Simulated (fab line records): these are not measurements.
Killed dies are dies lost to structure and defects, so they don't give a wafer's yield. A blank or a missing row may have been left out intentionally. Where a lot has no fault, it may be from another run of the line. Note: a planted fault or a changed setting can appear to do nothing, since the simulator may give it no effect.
Matching of chambers -- flow n5_finfet -- pecvd-01 running N5_BEOL_M4_PECVD_72: 3 sister chambers
The step deposits SiO2 from TEOS/O2, target thk 16 nm, time 18 s. 6 wafers are shown with their chamber, then 7 later ones without.

## WAFERS PAIRED WITH THEIR CHAMBERS
wafer,chamber,showerhead_plenum_p_Torr (Torr),throttle_valve_pct (%)
L080.4,1,8.85,22.6
L084.2,1,8.84,22.1
L084.3,2,8.74,21.8
L084.4,0,8.80,21.3
L087.1,2,8.75,21.9
L087.2,0,8.81,21.5

## WAFERS WHOSE CHAMBER IS MISSING
wafer,showerhead_plenum_p_Torr (Torr),throttle_valve_pct (%)
L087.4,8.84,21.9
L091.2,8.81,21.2
L091.4,8.85,22.1
L091.6,8.75,21.8
L093.2,8.84,22.4
L093.3,8.78,21.8
L093.5,8.82,22.6

## WHICH CHAMBER EACH ONE RAN IN
wafer,from the rows above,in truth
L087.4,1,1
L091.2,0,0
L091.4,1,1
L091.6,2,2
L093.2,1,1
L093.3,can't be placed: 0 or 2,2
L093.5,1,1
Correctly placed: 6 of 7. From these rows, 1 cannot be placed; in 1 the true chamber is one of the candidates. Wrongly placed: 0.
How it was worked out, from the rows above alone: a wafer's distance from a chamber is the root of the sum, over the readings, of the square of ((its reading less the chamber's mean) divided by the reading's scatter). If the next closest chamber is less than 2 further off than the closest, the wafer can't be placed; otherwise it belongs to the closest. A chamber's mean is the mean of its shown wafers. The scatter: the root of (the sum of the squares of (reading less its chamber's mean) over the shown wafers, divided by (wafers less chambers)).
